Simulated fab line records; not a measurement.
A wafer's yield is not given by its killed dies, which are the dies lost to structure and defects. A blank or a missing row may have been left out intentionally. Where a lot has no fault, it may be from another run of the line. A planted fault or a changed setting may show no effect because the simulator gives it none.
A struck lot beside a sound one :: flow nand_harc :: 24 steps out of a route of 1159
Sound: wafers L725.1, L725.4, L725.5. Struck: wafers L737.5, L737.6. (L737.2 of the same lot was not struck and is left out.) The cause comes at the end.
For every step that has rows: the tool of each side, followed by ch and its chambers, followed by its first start. Under that, the readings that differ: sound wafers :: struck wafers :: difference of the means :: sigmas: that difference in standard deviations of wafers without a fault.
alike: words and numbers the same on both sides, and readings whose means are apart by under 2 such deviations; not compared: readings that were withheld, readings missing a value for some wafer, numbers with overlapping values and no deviation given by the record, and bounds like >300 which may hide the same value.
Wherever a step has rows on one side only, a row that says differs or no value, or a row with sigmas, the two part there. Numbers that don't overlap but have no deviation are shown without sigmas and don't part them. Lack of a reading on every wafer of one side parts them only where that side has two or more wafers.

first, 4 steps without rows for these wafers: NHARC_P_GATE_PRECLEAN_71 (cleans in SC1); NHARC_P_GATE_SRD_72; NHARC_P_GATE_OXIDE_16 (material SiO2, target thk 3 nm, ox time 392 s); NHARC_P_GATE_CVD_17 (deposits poly-Si, target thk 150 nm, time 900 s).
NHARC_P_GATE_HM_DEP_102: deposits aC, target thk 120 nm.
  sound on acl_dep-03 ch 0, day 5 15:10; struck on acl_dep-02 ch 0, day 8 22:07
reading: susceptor_temp_C (C)
sound: 399.73 400.31 400.12
struck: - -
difference: no value on the struck wafers
sigmas: 
  alike: throttle_valve_pct
NHARC_P_GATE_DEP_103: deposits SiON, target thk 30 nm.
  sound on pecvd-02 ch 0,1,2, day 5 15:55; struck on pecvd-03 ch 0,2, day 8 22:43
reading: heater_power_w (W)
sound: 583 681 700
struck: 782 922
difference: +197
sigmas: +2
  alike: susceptor_temp_C
then, 6 steps without rows for these wafers: NHARC_P_GATE_DEHYDRATE_18 (time 120 s); NHARC_P_GATE_HMDS_19 (time 30 s); NHARC_P_GATE_COAT_20 (resist thk 90 nm); NHARC_P_GATE_SOFTBAKE_21 (time 55 s); NHARC_P_GATE_EBR_22; NHARC_P_GATE_EXPOSE_23 (exposes mask P GATE, target cd 120 nm).
NHARC_P_GATE_PEB_24: peb time 65 s.
  sound on litho_track-01 ch 0, day 5 16:27; struck on litho_track-06 ch 0, day 8 23:17
reading: exhaust_pa (Pa)
sound: 46.1 46.5 47.0
struck: 45.3 44.6
difference: -1.6
sigmas: -2

reading: heater_power_total_W (W)
sound: 156.1 157.1 156.3
struck: 165.9 165.9
difference: +9.4
sigmas: +24
  alike: resist_line_temp_C
then, 1 step without rows for these wafers: NHARC_P_GATE_DEVELOP_25 (develop time 35 s).
NHARC_P_GATE_CD_MEAS_26 targets a cd of 120 nm.
  sound on cd_sem-02 ch 0, day 5 16:31; struck on cd_sem-03 ch 0, day 8 23:23
reading: cd_nm (nm)
sound: 120.1 120.7 121.2
struck: 122.7 123.4
difference: +2.4
sigmas: +3
NHARC_P_GATE_OVL_MEAS_27:
  sound: overlay-01 at day 5 16:37; struck: overlay-02 at day 8 23:28
  alike: overlay_x_nm, overlay_y_nm
NHARC_P_GATE_INSPECT_28:
  sound: defect_inspect-02 at day 5 16:39; struck: defect_inspect-01 at day 8 23:31
  alike: raw_defect_count
NHARC_P_GATE_DESCUM_31: chemistry O2, time 3 s.
  sound on rie_diel-05 ch 0,1, day 5 16:43; struck on rie_diel-05 ch 0,3, day 8 23:34
  alike: drypump_motor_current_A, oes_product_au, rf_vpp_V, showerhead_plenum_p_Torr, throttle_valve_pct
  not compared: rf_hours_counter_h, model.P_GATE.cd_nm
NHARC_P_GATE_ETCH_104: etches the open film in CF4/CHF3, target depth 60 nm.
  sound on rie_diel-05 ch 2,3, day 5 16:52; struck on rie_diel-05 ch 0,1, day 8 23:40
  alike: drypump_motor_current_A, oes_product_au, rf_vpp_V, showerhead_plenum_p_Torr, throttle_valve_pct
NHARC_P_GATE_HM_OPEN_105: chemistry O2/COS, target depth 360 nm.
  sound on rie_diel-05 ch 0,2,3; struck on rie_diel-05 ch 0,3
  alike: drypump_motor_current_A, oes_product_au, rf_vpp_V, showerhead_plenum_p_Torr, throttle_valve_pct
  not compared: rf_hours_counter_h
then, 1 step without rows for these wafers: NHARC_P_GATE_STRIP_106 (strips in O2/COS).
NHARC_P_GATE_ETCH_114: etches the open film in CF4/O2, target depth 30 nm, overetch 3 nm, time 16.5 s.
  sound on rie_diel-05 ch 0,1,3; struck on rie_diel-05 ch 0,1
reading: throttle_valve_pct (%)
sound: 13.412 13.422 13.397
struck: 13.396 13.383
difference: -0.021
sigmas: -2
  alike: drypump_motor_current_A, oes_product_au, rf_vpp_V, showerhead_plenum_p_Torr
  not compared: rf_hours_counter_h, model.P_GATE.cd_nm
NHARC_P_GATE_ETCH_32: etches the open film in HBr/Cl2, target depth 150 nm, time 100.1 s.
  sound on rie_si-04 ch 0,3, day 5 17:19; struck on rie_si-06 ch 2,3, day 9 00:15
  alike: drypump_motor_current_A, oes_product_au, throttle_valve_pct
  not compared: rf_hours_counter_h
-- break in the record here, with 15 days between the starts of the struck wafers on either side (left off in module P_GATE, picked up again in module END, where the first step shown is number 1159 on the route) --
NHARC_END_SORT_01:
  sound on prober-01 ch 0, day 20 00:38; struck on prober-01 ch 0, day 24 05:29
  alike: killed_at_array, killed_at_other, killed_at_periphery, killed_dies, killed_open, killed_short

WHERE THEY PART
First at NHARC_P_GATE_HM_DEP_102; last, within this record, at NHARC_P_GATE_ETCH_114. Later steps at which nothing parts them and some readings are alike: NHARC_P_GATE_ETCH_32, NHARC_END_SORT_01.

WHY: whatever the simulator had introduced
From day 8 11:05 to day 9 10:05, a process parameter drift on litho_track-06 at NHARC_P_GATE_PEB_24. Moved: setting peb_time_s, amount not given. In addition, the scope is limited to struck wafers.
